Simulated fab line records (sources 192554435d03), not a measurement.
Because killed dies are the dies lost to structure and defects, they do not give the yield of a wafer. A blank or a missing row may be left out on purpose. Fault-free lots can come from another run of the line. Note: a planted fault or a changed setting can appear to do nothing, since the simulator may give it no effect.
fab line records ; flow n5Finfet
record: lots: 6; wafers: 17; lastDay: 15
route steps=1938 shown BEOL_M3@942 BEOL_M4@1111
lots untouched by any fault: they come from a run of this same line in which no faults occurred
startH: start of the lot's first displayed wafer, in hours after the record's first day ; waitH: hours elapsed since this lot's preceding step ; " same as the row above ; L1.1+2: a single row standing in for several wafers ; - either no value or no given start ; * or withheld: withheld ; < > ~ a bound
route shown NAME@n: a module of which the file shows steps, and the number in the route of the first ; usual: mean/standard deviation taken from wafers without a fault ; same: alike in all rows ; chamber/n: place in a boat ; sites: per-site readings ; _std_site: the standard deviation of these ; _edge_site: inner sites' mean taken away from outer sites' mean ; radiusMm: how far each site lies from the wafer's centre ; mask NAME#n: copy n ; behind: the tool/chamber that last shaped the wafer ; hold: the reason the lot was held/the length of the hold in hours/how it ended ; device: the transistor (n, p or np) that didn't switch ; end of line: tests of these same wafers at the route's end ; for a step that has no rows: nothing shown but its recipe ; killed: dies that structure and defects cost at the first sort, which is not the same as the wafer's yield ; map: a wafer's dies, marking killed ones x, the rest . and places with no die _
set.NAME: the run value of the setting; set.NAME@STEP: its run value at that earlier step ; model.NAME: the simulator's own value behind a step, which no gauge read
a table for each step, a row for each wafer; lots at some steps of the route
services: from which hour (startH, from the record's first day; less than 0 if before it) a tool's chamber was out of use, for how many hours, and why
== steps ==
step: N5_BEOL_M3_PEB_09
recipe: pebTempC: 100; pebTimeS: 60; resist: CAR-EUV
step: N5_BEOL_M3_DEVELOP_10
recipe: developTimeS: 30; developer: TMAH; resist: CAR-EUV; rinseLiquid: surfactantRinse; dry: airSpin; devTempC: 23
step: N5_BEOL_M3_CD_MEAS_11
recipe: targetCdNm: 17.05; landingEnergyEv: 500; detector: seInlens; polarity: opening
usual: cdNm: 17.15/0.26
lot.wafer;tool;chamber;startH;waitH;cdNm
L476.4;cdSem-02;0;160.56;-;17.34
L476.5;cdSem-02;0;160.56;-;17.52
L479.2;cdSem-03;0;183.13;-;17.73
L479.3;cdSem-03;0;183.13;-;16.68
L479.4;cdSem-03;0;183.13;-;17.20
L480.3;cdSem-02;0;189.38;-;17.15
L480.4;cdSem-02;0;189.38;-;16.99
L480.6;cdSem-02;0;189.38;-;16.94
L485.2;cdSem-02;0;222.14;-;16.73
L485.4;cdSem-02;0;222.14;-;17.53
L485.6;cdSem-02;0;222.14;-;17.45
L495.1;cdSem-01;0;280.75;-;16.76
L495.4;cdSem-01;0;280.75;-;17.21
L495.5;cdSem-01;0;280.75;-;17.13
L496.2;cdSem-01;0;288.15;-;17.53
L496.4;cdSem-01;0;288.15;-;17.24
L496.5;cdSem-01;0;288.15;-;17.32
step: N5_BEOL_M3_OVL_MEAS_12
recipe: pointsPerWafer: 522
usual: M3_OVL: -0.4/0.8
lot.wafer;tool;chamber;startH;waitH;M3_OVL[nm]
L476.4;overlay-01;0;160.61;0.0;-0.4
L476.5;overlay-01;0;160.61;0.0;-0.3
L479.2;overlay-01;0;183.16;0.0;-1.6
L479.3;overlay-01;0;183.16;0.0;-1.1
L479.4;overlay-01;0;183.16;0.0;-1.4
L480.3;overlay-02;0;189.42;0.0;-1.0
L480.4;overlay-02;0;189.42;0.0;-0.3
L480.6;overlay-02;0;189.42;0.0;-0.5
L485.2;overlay-02;0;222.18;0.0;0.5
L485.4;overlay-02;0;222.18;0.0;0.9
L485.6;overlay-02;0;222.18;0.0;0.3
L495.1;overlay-02;0;280.78;0.0;0.0
L495.4;overlay-02;0;280.78;0.0;-0.3
L495.5;overlay-02;0;280.78;0.0;0.4
L496.2;overlay-01;0;288.18;0.0;0.3
L496.4;overlay-01;0;288.18;0.0;0.6
L496.5;overlay-01;0;288.18;0.0;-0.5
step: N5_BEOL_M3_INSPECT_13
recipe: mode: adi; inspectInstrument: brightfield
usual: rawDefectCount: 387/99
lot.wafer;tool;chamber;startH;waitH;rawDefectCount
L476.4;defectInspect-02;-;160.65;0.0;513
L476.5;defectInspect-02;-;160.65;0.0;432
L479.2;defectInspect-01;-;183.21;0.0;273
L479.3;defectInspect-01;-;183.21;0.0;263
L479.4;defectInspect-01;-;183.21;0.0;239
L480.3;defectInspect-02;-;189.47;0.0;258
L480.4;defectInspect-02;-;189.47;0.0;291
L480.6;defectInspect-02;-;189.47;0.0;258
L485.2;defectInspect-01;-;222.23;0.0;517
L485.4;defectInspect-01;-;222.23;0.0;472
L485.6;defectInspect-01;-;222.23;0.0;503
L495.1;defectInspect-02;-;280.85;0.1;343
L495.4;defectInspect-02;-;280.85;0.1;372
L495.5;defectInspect-02;-;280.85;0.1;312
L496.2;defectInspect-01;-;288.23;0.0;553
L496.4;defectInspect-01;-;288.23;0.0;486
L496.5;defectInspect-01;-;288.23;0.0;599
step: N5_BEOL_M3_DESCUM_16
recipe: chemistry: O2; timeS: 7; sourcePowerW: 50; biasPowerW: 20; pressureMtorr: 20; rfFrequencyHz: 2.712e+07; tempC: 40; resist: CAR-EUV; o2FlowSccm: 225
usual: drypumpMotorCurrentA: 5.7/0.37; oesProductAu: 0.76/0.081; rfVppV: 243.0/1.3; showerheadPlenumPTorr: 2.08/0.067; throttleValvePct: 20.48/0.24
lot.wafer;tool;chamber;startH;waitH;drypumpMotorCurrentA;oesProductAu;rfHoursCounterH;rfVppV;showerheadPlenumPTorr;throttleValvePct
L476.4;rieDiel-01;0;160.92;0.3;5.7;0.69;233;242.1;2.09;20.53
L476.5;rieDiel-01;0;160.92;0.3;5.7;0.69;-;242.5;2.09;20.54
L479.2;rieDiel-01;0;183.29;0.1;5.6;0.69;239;241.8;2.09;20.57
L479.3;rieDiel-01;2;183.29;0.1;6.3;0.75;151;241.3;2.00;20.31
L479.4;rieDiel-01;1;183.29;0.1;5.4;0.73;-;242.9;2.08;20.56
L480.3;rieDiel-03;0;189.50;0.0;5.7;0.73;188;244.6;2.20;20.72
L480.4;rieDiel-03;3;189.50;0.0;5.7;0.73;-;239.6;2.00;20.52
L480.6;rieDiel-03;0;189.50;0.0;5.7;0.73;-;246.5;2.20;20.71
L485.2;rieDiel-02;0;222.27;0.0;6.2;0.72;210;243.2;2.03;20.60
L485.4;rieDiel-02;3;222.27;0.0;5.3;0.79;102;244.1;2.09;19.92
L485.6;rieDiel-02;2;222.27;0.0;5.1;0.68;-;242.2;2.08;20.68
L495.1;rieDiel-01;2;280.88;0.0;6.3;0.72;187;241.9;1.98;20.35
L495.4;rieDiel-01;3;280.88;0.0;5.4;0.70;-;243.7;2.07;20.51
L495.5;rieDiel-01;1;280.88;0.0;5.5;0.69;-;243.1;2.07;20.61
L496.2;rieDiel-03;0;288.27;0.0;5.7;0.70;215;245.5;2.19;20.75
L496.4;rieDiel-03;3;288.27;0.0;5.7;0.70;223;242.0;1.99;20.57
L496.5;rieDiel-03;2;288.27;0.0;6.0;0.94;-;245.7;2.23;20.59
step: N5_BEOL_M3_ETCH_74
recipe: chemistry: N2/H2; target: underlayer; targetDepthA: 65; maskMaterial: CAR-EUV; timeS: 5.2; ionEnergyEv: 200; pressureMtorr: 30; sourceW: 840; biasW: 150; n2FlowSccm: 200; h2FlowSccm: 200; ends: cleared
step: N5_BEOL_M3_ETCH_63
recipe: chemistry: CF4; target: SiARC; targetDepthA: 156; maskMaterial: CAR-EUV; timeS: 26; ionEnergyEv: 80; pressureMtorr: 40; sourceW: 545; biasW: 36; Ar_flow_sccm: 100; cf4FlowSccm: 100; ends: cleared
usual: drypumpMotorCurrentA: 5.7/0.37; etchRfOnTimeS: 26.0/1; oesProductAu: 0.65/0.069; rfVppV: 183.8/1.1; showerheadPlenumPTorr: 2.13/0.06; throttleValvePct: 15.71/0.27
lot.wafer;tool;chamber;startH;waitH;drypumpMotorCurrentA;etchRfOnTimeS;oesProductAu;rfHoursCounterH;rfVppV;showerheadPlenumPTorr;throttleValvePct
L476.4;rieDiel-01;0;160.97;0.0;5.6;25.1;0.60;233;183.1;2.12;15.62
L476.5;rieDiel-01;0;160.97;0.0;5.7;24.9;0.61;-;183.7;2.12;15.60
L479.2;rieDiel-01;0;183.34;0.0;5.7;25.0;0.60;239;182.2;2.11;15.63
L479.3;rieDiel-01;2;183.34;0.0;6.2;25.6;0.67;151;183.4;2.06;15.61
L479.4;rieDiel-01;1;183.34;0.0;5.5;24.9;0.63;-;183.5;2.14;15.88
L480.3;rieDiel-03;0;189.55;0.0;5.7;27.5;0.61;188;186.2;2.20;15.64
L480.4;rieDiel-03;3;189.55;0.0;5.7;24.7;0.64;-;182.6;2.04;15.65
L480.6;rieDiel-03;0;189.55;0.0;5.7;27.5;0.60;-;185.2;2.20;15.66
L485.2;rieDiel-02;0;222.32;0.0;6.3;26.4;0.61;210;183.8;2.14;16.09
L485.4;rieDiel-02;3;222.32;0.0;5.3;26.2;0.68;102;182.9;2.14;15.15
L485.6;rieDiel-02;2;222.32;0.0;5.1;25.2;0.60;-;183.6;2.11;15.86
L495.1;rieDiel-01;2;280.93;0.0;6.3;25.4;0.64;187;181.9;2.05;15.70
L495.4;rieDiel-01;3;280.93;0.0;5.4;28.2;0.59;-;185.1;2.13;15.80
L495.5;rieDiel-01;1;280.93;0.0;5.5;24.9;0.61;-;184.2;2.13;15.94
L496.2;rieDiel-03;0;288.32;0.0;5.7;27.9;0.59;215;183.5;2.19;15.73
L496.4;rieDiel-03;3;288.32;0.0;5.8;24.9;0.62;223;181.9;2.03;15.70
L496.5;rieDiel-03;2;288.32;0.0;6.0;25.0;0.81;-;186.4;2.25;15.51
step: N5_BEOL_M3_ETCH_64
recipe: chemistry: N2/H2; target: SOC; targetDepthA: 750; overetchA: 150; maskMaterial: SiARC; tempC: 40; timeS: 112.5; ionEnergyEv: 200; pressureMtorr: 30; sourceW: 840; biasW: 150; n2FlowSccm: 200; h2FlowSccm: 200
usual: drypumpMotorCurrentA: 5.8/0.37; oesProductAu: 0.60/0.06; rfVppV: 523.4/2.5; showerheadPlenumPTorr: 2.53/0.079; throttleValvePct: 17.9/0.32
lot.wafer;tool;chamber;startH;waitH;drypumpMotorCurrentA;oesProductAu;rfHoursCounterH;rfVppV;showerheadPlenumPTorr;throttleValvePct
L476.4;rieDiel-01;0;161.00;0.0;5.7;0.55;233;522.2;2.51;17.7
L476.5;rieDiel-01;0;161.00;0.0;5.7;0.54;-;522.9;2.51;17.7
L479.2;rieDiel-01;0;183.37;0.0;5.7;0.55;239;522.3;2.50;17.7
L479.3;rieDiel-01;2;183.37;0.0;6.3;0.61;151;520.4;2.46;18.0
L479.4;rieDiel-01;1;183.37;0.0;5.5;0.58;-;522.6;2.52;17.9
L480.3;rieDiel-03;0;189.58;0.0;5.7;0.57;188;526.6;2.63;17.8
L480.4;rieDiel-03;3;189.58;0.0;5.7;0.57;-;519.6;2.39;17.7
L480.6;rieDiel-03;0;189.58;0.0;5.7;0.58;-;527.2;2.63;17.8
L485.2;rieDiel-02;0;222.35;0.0;6.3;0.58;210;522.3;2.54;18.5
L485.4;rieDiel-02;3;222.35;0.0;5.4;0.63;102;523.9;2.55;17.4
L485.6;rieDiel-02;2;222.35;0.0;5.2;0.54;-;524.2;2.52;18.0
L495.1;rieDiel-01;2;280.96;0.0;6.3;0.59;187;518.7;2.44;18.1
L495.4;rieDiel-01;3;280.96;0.0;5.4;0.57;-;522.7;2.52;17.9
L495.5;rieDiel-01;1;280.96;0.0;5.5;0.55;-;521.5;2.50;18.0
L496.2;rieDiel-03;0;288.35;0.0;5.7;0.56;215;526.5;2.62;17.9
L496.4;rieDiel-03;3;288.35;0.0;5.8;0.56;223;520.8;2.38;17.7
L496.5;rieDiel-03;2;288.35;0.0;6.0;0.73;-;528.3;2.68;17.7
step: N5_BEOL_M3_STRIP_65
recipe: chemistry: N2/H2; tempC: 40; n2FlowSccm: 200; h2FlowSccm: 200; rfFrequencyHz: 6e+07
step: N5_BEOL_M3_STRIP_75
recipe: chemistry: N2/H2; tempC: 40; n2FlowSccm: 200; h2FlowSccm: 200; rfFrequencyHz: 6e+07
step: N5_BEOL_M3_STRIP_66
recipe: chemistry: CF4; resist: SiARC; powerW: 300; biasPowerW: 75; pressureMtorr: 50; cf4FlowSccm: 150; rfFrequencyHz: 6e+07
usual: drypumpMotorCurrentA: 5.7/0.37; oesProductAu: 0.75/0.076; rfVppV: 271.0/1.3; showerheadPlenumPTorr: 1.79/0.049; throttleValvePct: 13.69/0.27
lot.wafer;tool;chamber;startH;waitH;drypumpMotorCurrentA;oesProductAu;rfHoursCounterH;rfVppV;showerheadPlenumPTorr;throttleValvePct
L476.4;rieDiel-01;0;161.12;0.0;5.7;0.70;233;269.0;1.78;13.67
L476.5;rieDiel-01;0;161.12;0.0;5.7;0.69;-;269.6;1.78;13.67
L479.2;rieDiel-01;0;183.50;0.0;5.7;0.69;239;270.4;1.78;13.68
L479.3;rieDiel-01;2;183.50;0.0;6.3;0.76;151;271.3;1.74;13.67
L479.4;rieDiel-01;1;183.50;0.0;5.5;0.72;-;273.2;1.78;13.79
L480.3;rieDiel-03;0;189.71;0.0;5.7;0.72;188;272.6;1.85;13.70
L480.4;rieDiel-03;3;189.71;0.0;5.8;0.71;-;269.9;1.71;13.66
L480.6;rieDiel-03;0;189.71;0.0;5.7;0.72;-;271.0;1.85;13.70
L485.2;rieDiel-02;0;222.47;0.0;6.3;0.71;210;270.7;1.79;14.03
L485.4;rieDiel-02;3;222.47;0.0;5.3;0.79;102;271.0;1.77;13.10
L485.6;rieDiel-02;2;222.47;0.0;5.1;0.68;-;269.9;1.77;13.88
L495.1;rieDiel-01;2;281.09;0.0;6.2;0.73;187;269.7;1.73;13.75
L495.4;rieDiel-01;3;281.09;0.0;5.5;0.71;-;271.0;1.79;13.79
L495.5;rieDiel-01;1;281.09;0.0;5.5;0.69;-;271.6;1.77;13.89
L496.2;rieDiel-03;0;288.47;0.0;5.7;0.71;215;271.2;1.84;13.76
L496.4;rieDiel-03;3;288.47;0.0;5.8;0.70;223;269.8;1.70;13.73
L496.5;rieDiel-03;2;288.47;0.0;6.0;0.91;-;273.9;1.88;13.44
step: N5_BEOL_M3_HM_OPEN_17
recipe: chemistry: Cl2/BCl3; targetDepthA: 200; overetchA: 60; target: TiN; maskMaterial: SOC; ionEnergyEv: 150; pressureMtorr: 10; icpW: 1000; biasW: 126; Cl2_flow_sccm: 53.25; bcl3FlowSccm: 21.75; Ar_flow_sccm: 25
usual: bcl3FlowSccm: 21.76/0.058; biasW: 126.0/0.4; drypumpMotorCurrentA: 5.8/0.56; oes_ar_750_au: 0.78/0.096; oesProductAu: 0.66/0.081; throttleValvePct: 21.93/0.25
lot.wafer;tool;chamber;startH;waitH;bcl3FlowSccm;biasW;drypumpMotorCurrentA;oes_ar_750_au;oesProductAu;rfHoursCounterH;throttleValvePct;model.SOC_of_BEOL_M3_COAT_61.thkNm
L476.4;rieMetal-01;0;161.19;0.1;21.81;126.1;5.2;0.80;0.68;-;22.34;51.6
L476.5;rieMetal-01;0;161.19;0.1;21.82;126.2;5.2;0.81;0.68;-;22.32;52
L479.2;rieMetal-02;1;183.54;0.0;21.81;126.3;5.5;0.89;0.76;8;21.66;52
L479.3;rieMetal-02;0;183.54;0.0;21.64;126.8;6.6;0.62;0.53;-;21.98;52.4
L479.4;rieMetal-02;1;183.54;0.0;21.79;126.4;5.5;0.88;0.74;-;21.70;51.8
L480.3;rieMetal-03;1;189.78;0.1;21.74;126.6;4.9;0.84;0.76;-;22.24;52
L480.4;rieMetal-03;0;189.78;0.1;21.76;126.2;5.8;0.64;0.59;-;22.01;52.2
L480.6;rieMetal-03;1;189.78;0.1;21.76;125.7;4.9;0.84;0.76;-;22.21;52.4
L485.2;rieMetal-01;1;222.51;0.0;21.73;126.6;6.2;0.75;0.63;52;21.77;52
L485.4;rieMetal-01;0;222.51;0.0;21.65;126.4;5.2;0.79;0.67;-;22.32;51.8
L485.6;rieMetal-01;0;222.51;0.0;21.69;126.1;5.2;0.79;0.67;-;22.33;51.6
L495.1;rieMetal-02;0;281.13;0.0;-;-;-;-;-;-;-;60
L495.4;rieMetal-02;1;281.13;0.0;-;-;-;-;-;-;-;60
L495.5;rieMetal-02;1;281.13;0.0;-;-;-;-;-;-;-;60
L496.2;rieMetal-02;0;288.51;0.0;-;-;-;-;-;-;-;60
L496.4;rieMetal-02;1;288.51;0.0;-;-;-;-;-;-;-;59.8
L496.5;rieMetal-02;1;288.51;0.0;-;-;-;-;-;-;-;59.8
step: N5_BEOL_M3_STRIP_19
recipe: chemistry: O2; powerW: 400; tempC: 40; pressureMtorr: 30; rfFrequencyHz: 6e+07; biasPowerW: 0; overashFraction: 0.2; o2FlowSccm: 225
usual: drypumpMotorCurrentA: 5.8/0.37; oesProductAu: 0.75/0.074; rfVppV: 3.7/0.54; showerheadPlenumPTorr: 2.09/0.071; throttleValvePct: 16.77/0.2
lot.wafer;tool;chamber;startH;waitH;drypumpMotorCurrentA;oesProductAu;rfHoursCounterH;rfVppV;showerheadPlenumPTorr;throttleValvePct
L476.4;rieDiel-03;0;161.30;0.1;5.7;0.74;179;4.1;2.20;16.93
L476.5;rieDiel-03;1;161.30;0.1;6.2;0.77;-;3.7;2.15;16.86
L479.2;rieDiel-02;0;183.65;0.1;6.3;0.73;198;3.0;2.04;16.83
L479.3;rieDiel-02;3;183.65;0.1;5.3;0.80;90;4.4;2.10;16.21
L479.4;rieDiel-02;1;183.65;0.1;5.8;0.94;23;3.6;2.06;16.46
L480.3;rieDiel-01;2;189.86;0.1;6.3;0.76;152;3.6;2.00;16.60
L480.4;rieDiel-01;1;189.86;0.1;5.5;0.73;189;3.5;2.08;16.85
L480.6;rieDiel-01;2;189.86;0.1;6.3;0.74;-;4.4;2.00;16.59
L485.2;rieDiel-02;1;222.62;0.1;5.8;0.92;35;2.7;2.06;16.48
L485.4;rieDiel-02;2;222.62;0.1;5.1;0.69;211;3.4;2.08;16.98
L485.6;rieDiel-02;1;222.62;0.1;5.8;0.92;-;4.6;2.06;16.48
L495.1;rieDiel-02;0;281.24;0.1;6.3;0.71;231;3.3;2.03;16.88
L495.4;rieDiel-02;0;281.24;0.1;6.3;0.71;-;4.1;2.03;16.91
L495.5;rieDiel-02;2;281.24;0.1;5.2;0.67;-;4.1;2.07;17.02
L496.2;rieDiel-01;3;288.63;0.1;5.4;0.70;208;3.7;2.08;16.81
L496.4;rieDiel-01;3;288.63;0.1;5.4;0.69;-;3.4;2.08;16.82
L496.5;rieDiel-01;2;288.63;0.1;6.2;0.72;-;3.6;1.99;16.66
step: N5_BEOL_M3_CD_MEAS_18
recipe: pitchNm: 36; targetCdNm: 18
usual: cdNm: 18.1/0.43
lot.wafer;tool;chamber;startH;waitH;cdNm
L476.4;cdSem-01;-;161.38;0.1;17.9
L476.5;cdSem-01;-;161.38;0.1;18.6
L479.2;cdSem-01;-;183.73;0.1;17.7
L479.3;cdSem-01;-;183.73;0.1;17.9
L479.4;cdSem-01;-;183.73;0.1;18.0
L480.3;cdSem-02;-;189.93;0.1;17.4
L480.4;cdSem-02;-;189.93;0.1;18.5
L480.6;cdSem-02;-;189.93;0.1;17.5
L485.2;cdSem-03;-;222.70;0.1;18.1
L485.4;cdSem-03;-;222.70;0.1;17.9
L485.6;cdSem-03;-;222.70;0.1;17.6
L495.1;cdSem-01;-;281.31;0.0;-
L495.4;cdSem-01;-;281.31;0.0;-
L495.5;cdSem-01;-;281.31;0.0;-
L496.2;cdSem-03;-;288.70;0.1;-
L496.4;cdSem-03;-;288.70;0.1;-
L496.5;cdSem-03;-;288.70;0.1;-
step: N5_BEOL_M3_COAT_67
recipe: resist: SOC; tempC: 250; timeS: 60; spinRpm: 1500; resistThkNm: 60
step: N5_BEOL_M4_RC_MEAS_101
usual: DIBL_N: 37.5/2; DIBL_P: 37.5/2.5; IOFF_N: 0.18/0.042; IOFF_P: 0.24/0.046; ION_N: 677/15; ION_P: 464/9.5; SS_N: 72.0/0.76; SS_P: 73.6/0.79; VT_N: 249/3.5; VT_P: -249/3.2
lot.wafer;tool;chamber;startH;waitH;DIBL_N[mV/V];DIBL_P[mV/V];IOFF_N[nA/um];IOFF_P[nA/um];ION_N[uA/um];ION_P[uA/um];SS_N[mV/dec];SS_P[mV/dec];VT_N[mV];VT_P[mV]
L476.4;prober-01;0;181.62;0.5;36.7;37.3;0.16;0.19;664;450;72.0;73.3;253;-253
L476.5;prober-01;0;181.62;0.5;36.8;36.0;0.19;0.18;656;448;73.0;73.4;250;-256
L479.2;prober-02;0;202.85;0.2;34.9;34.9;0.14;0.22;670;465;70.9;73.4;251;-245
L479.3;prober-02;0;202.85;0.2;36.9;35.5;0.16;0.22;676;469;71.6;73.9;249;-246
L479.4;prober-02;0;202.85;0.2;39.7;40.2;0.22;0.33;670;468;72.1;74.7;248;-245
L480.3;prober-02;0;205.17;0.3;35.7;35.6;0.13;0.20;656;452;70.6;73.2;253;-251
L480.4;prober-02;0;205.17;0.3;36.2;35.5;0.14;0.21;676;466;70.7;72.8;252;-252
L480.6;prober-02;0;205.17;0.3;34.1;33.1;0.11;0.17;668;467;70.6;72.8;253;-253
L485.2;prober-01;0;244.63;0.2;42.5;41.3;0.28;0.30;687;472;73.2;74.1;245;-248
L485.4;prober-01;0;244.63;0.2;36.1;35.0;0.14;0.19;658;457;71.3;73.5;251;-251
L485.6;prober-01;0;244.63;0.2;37.2;34.7;0.14;0.18;654;451;71.6;73.7;253;-253
== services ==
tool;chamber;startH;hours;kind
rieDiel-01;0;137.19;2.4;repair
rieDiel-01;3;176.74;8.3;repair
rieDiel-03;2;181.29;-;clean
rieDiel-03;2;181.29;-;consumableReplace:focusRing
rieDiel-03;2;181.29;-;consumableReplace:showerhead
rieDiel-03;2;181.29;19.7;scheduledDown
rieDiel-03;2;181.29;19.7;ventCycle
rieMetal-02;0;212.27;-;clean
rieMetal-02;0;212.27;26.9;scheduledDown
rieMetal-02;0;212.27;26.9;ventCycle
rieDiel-03;-;234.90;15.6;pm
rieMetal-02;1;253.26;20.9;repair
rieMetal-01;0;255.82;10.7;repair
rieDiel-01;0;270.83;-;clean
rieDiel-01;0;270.83;-;consumableReplace:focusRing
rieDiel-01;0;270.83;24.0;scheduledDown
rieDiel-01;0;270.83;24.0;ventCycle
== key ==
firstSign: step: N5_BEOL_M3_HM_OPEN_17; reading: toolRecord; direction: missing
effect: step: N5_BEOL_M3_CD_MEAS_18; reading: cdNm; direction: missing
modelEffect: step: N5_BEOL_M3_HM_OPEN_17; value: SOC_of_BEOL_M3_COAT_61.thkNm; without: 51.83; struck: 59.93
metAt N5_BEOL_M3_HM_OPEN_17
struckWafers L495.1,L495.4,L495.5,L496.2,L496.4,L496.5
laterRowsLeftOut L495.1,L495.4,L495.5,L496.2,L496.4,L496.5
sortLeftOut L495.1,L495.4,L495.5,L496.2,L496.4,L496.5
onsetBetween 183.54 281.13
fault: kind: skippedStepWhole; tool: rieMetal-02; chamber: -; onsetH: 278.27; steps: N5_BEOL_M3_HM_OPEN_17; scope: struckLotsOnly
sortLeftOut: the simulated sort isn't trusted on such a fault, so these wafers' sort isn't shown, and their yield isn't known
laterRowsLeftOut: the simulator's readings of these wafers behind a module that went badly wrong aren't trusted and aren't shown, but for the sort
